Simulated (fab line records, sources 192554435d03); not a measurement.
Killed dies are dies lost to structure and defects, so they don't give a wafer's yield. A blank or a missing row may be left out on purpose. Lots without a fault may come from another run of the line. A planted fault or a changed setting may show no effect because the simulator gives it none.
Which tool did it? | flow n5_finfet | 11 lots, 33 wafers sampled, at 2 steps of a route of 1938

WHAT THE GAUGES READ, wafer by wafer
N5_BEOL_M11_CD_MEAS_35: target cd 70 nm. Usual: cd_nm 70.1 nm, standard deviation 0.51.
lot  | measured     | on        | cd_nm (nm)     | flag
L422 | day 11 02:23 | cd_sem-01 | 70.4 70.8 70.9 |
L423 | day 12 06:34 | cd_sem-02 | 70.1 69.8 70.3 |
L427 | day 12 12:28 | cd_sem-03 | 70.9 71.2 70.1 |
L426 | day 12 16:46 | cd_sem-01 | 70.4 70.7 70.3 |
L430 | day 13 20:23 | cd_sem-02 | 69.1 70.1 70.5 |
L433 | day 15 06:25 | cd_sem-02 | 70.7 70.5 70.9 |
L439 | day 15 06:59 | cd_sem-01 | 70.0 69.6 70.4 |
L436 | day 15 14:07 | cd_sem-03 | 70.0 69.7 70.3 |
L435 | day 15 14:39 | cd_sem-01 | 69.8 69.7 70.0 |
L444 | day 17 06:10 | cd_sem-03 | 70.1 70.3 70.3 |
L442 | day 18 00:21 | cd_sem-01 | 69.4 69.2 70.2 |

WHICH TOOL RAN EACH LOT (tool, then ch and the chambers of the sampled wafers, then the start)
lot  | N5_BEOL_M11_STRIP_36
L422 | rie_diel-02 ch 2,3, day 11 02:00
L423 | rie_diel-03 ch 0,1, day 12 06:12
L427 | rie_diel-06 ch 0,2,3, day 12 12:06
L426 | rie_diel-03 ch 0,2, day 12 16:22
L430 | rie_diel-03 ch 0,1, day 13 20:01
L433 | rie_diel-06 ch 1,2,3, day 15 06:03
L439 | rie_diel-03 ch 0,1,3, day 15 06:36
L436 | rie_diel-02 ch 1,2,3, day 15 13:44
L435 | rie_diel-03 ch 0,2,3, day 15 14:17
L444 | rie_diel-02 ch 2,3, day 17 05:47
L442 | rie_diel-02 ch 1,3, day 17 23:58
- N5_BEOL_M11_STRIP_36: strips in N2/H2.

WHAT THE TOOLS THEMSELVES READ (means of the sampled wafers that have a number; where no wafer has one, the mark that the record gives instead)
N5_BEOL_M11_STRIP_36. Usual: drypump_motor_current_A 5.6 A, standard deviation 0.47; n2_flow_sccm 199.9 sccm, standard deviation 0.65; oes_product_au 0.80 a.u., standard deviation 0.093; rf_vpp_V 59.5 V, standard deviation 1.8; showerhead_plenum_p_Torr 2.55 Torr, standard deviation 0.087; throttle_valve_pct 23.51 %, standard deviation 0.15.
lot  | tool        | drypump_motor_current_A (A) | n2_flow_sccm (sccm) | oes_product_au (a.u.) | rf_vpp_V (V) | showerhead_plenum_p_Torr (Torr) | throttle_valve_pct (%) | flag
L422 | rie_diel-02 | 5.8                         | 199.5               | 0.72                  | 60.0         | 2.57                            | 23.41                  |
L423 | rie_diel-03 | 5.6                         | 200.1               | 0.83                  | 59.3         | 2.57                            | 23.53                  |
L427 | rie_diel-06 | 5.8                         | 199.9               | 0.82                  | 59.9         | 2.49                            | 23.50                  |
L426 | rie_diel-03 | 6.1                         | 200.2               | 0.70                  | 59.2         | 2.58                            | 23.77                  |
L430 | rie_diel-03 | 5.6                         | 200.6               | 0.78                  | 58.4         | 2.54                            | 23.55                  |
L433 | rie_diel-06 | 5.6                         | 200.1               | 0.83                  | 58.9         | 2.57                            | 23.51                  |
L439 | rie_diel-03 | 5.7                         | 199.5               | 0.75                  | 60.2         | 2.54                            | 23.58                  |
L436 | rie_diel-02 | 5.5                         | 200.1               | 0.77                  | 58.7         | 2.58                            | 23.40                  |
L435 | rie_diel-03 | 5.9                         | 199.9               | 0.79                  | 56.8         | 2.55                            | 23.60                  |
L444 | rie_diel-02 | 5.8                         | 200.5               | 0.70                  | 59.4         | 2.55                            | 23.47                  |
L442 | rie_diel-02 | 5.4                         | 200.2               | 0.82                  | 57.9         | 2.56                            | 23.38                  |

THE ANSWER, worked out from the rows above alone
Rule: a lot is off if the mean of its wafers that have a number lies more than 3 standard deviations from the usual mean. A lot without any number at a reading at which 4 lots or more have one is off too. The other lots that the step has rows for count as sound. The gauges are gone through in route order, then the tools' own readings, and for those a lot's mean is taken as printed above. The first step at which some lot is off is used, and at that step the reading that is off furthest; a lot without a number counts as furthest.
No lot is off at any reading shown: from this, nothing can be told.

WHAT THE SIMULATOR HAD PUT IN
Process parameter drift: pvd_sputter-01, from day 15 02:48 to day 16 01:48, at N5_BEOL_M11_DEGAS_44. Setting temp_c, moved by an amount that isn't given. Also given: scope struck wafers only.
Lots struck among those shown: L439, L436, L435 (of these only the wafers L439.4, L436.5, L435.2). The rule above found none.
